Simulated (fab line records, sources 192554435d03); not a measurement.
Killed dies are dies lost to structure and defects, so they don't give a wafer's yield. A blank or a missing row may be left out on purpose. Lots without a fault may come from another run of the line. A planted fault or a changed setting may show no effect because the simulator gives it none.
Chamber matching | flow n5_finfet | N5_BEOL_M2_ETCH_69 on rie_diel-06: 4 sister chambers
The step etches SiARC in CF4, target depth 15.6 nm, time 26 s. 4 wafers are shown with their chamber, then 8 later ones without.

WAFERS WITH THEIR CHAMBER
wafer  | chamber | showerhead_plenum_p_Torr (Torr)
L084.4 | 1       | 2.27
L091.3 | 3       | 2.12
L091.4 | 0       | 2.22
L092.2 | 2       | 2.19

WAFERS WITHOUT THEIR CHAMBER
wafer  | showerhead_plenum_p_Torr (Torr)
L092.4 | 2.12
L092.6 | 2.12
L093.2 | 2.26
L093.5 | 2.22
L093.6 | 2.12
L094.1 | 2.22
L094.4 | 2.12
L094.6 | 2.12

WHICH CHAMBER EACH WENT THROUGH
wafer  | from the rows above | in truth
L092.4 | 3                   | 3
L092.6 | 3                   | 3
L093.2 | 1                   | 1
L093.5 | 0                   | 0
L093.6 | 3                   | 3
L094.1 | 0                   | 0
L094.4 | 3                   | 3
L094.6 | 3                   | 3
Placed correctly: 8 of 8. Can't be placed from these rows: 0. Placed wrongly: 0.
How it was worked out, from the rows above alone: a wafer's distance from a chamber is the root of the sum, over the readings, of the square of ((its reading less the chamber's mean) divided by the reading's scatter). The wafer belongs to the nearest chamber; if the next one is less than 2 further off, it can't be placed. A chamber's mean is the mean of its shown wafers. The scatter: with one shown wafer a chamber, the root of the mean of the squares of how far each hidden wafer lies from its nearest shown one.
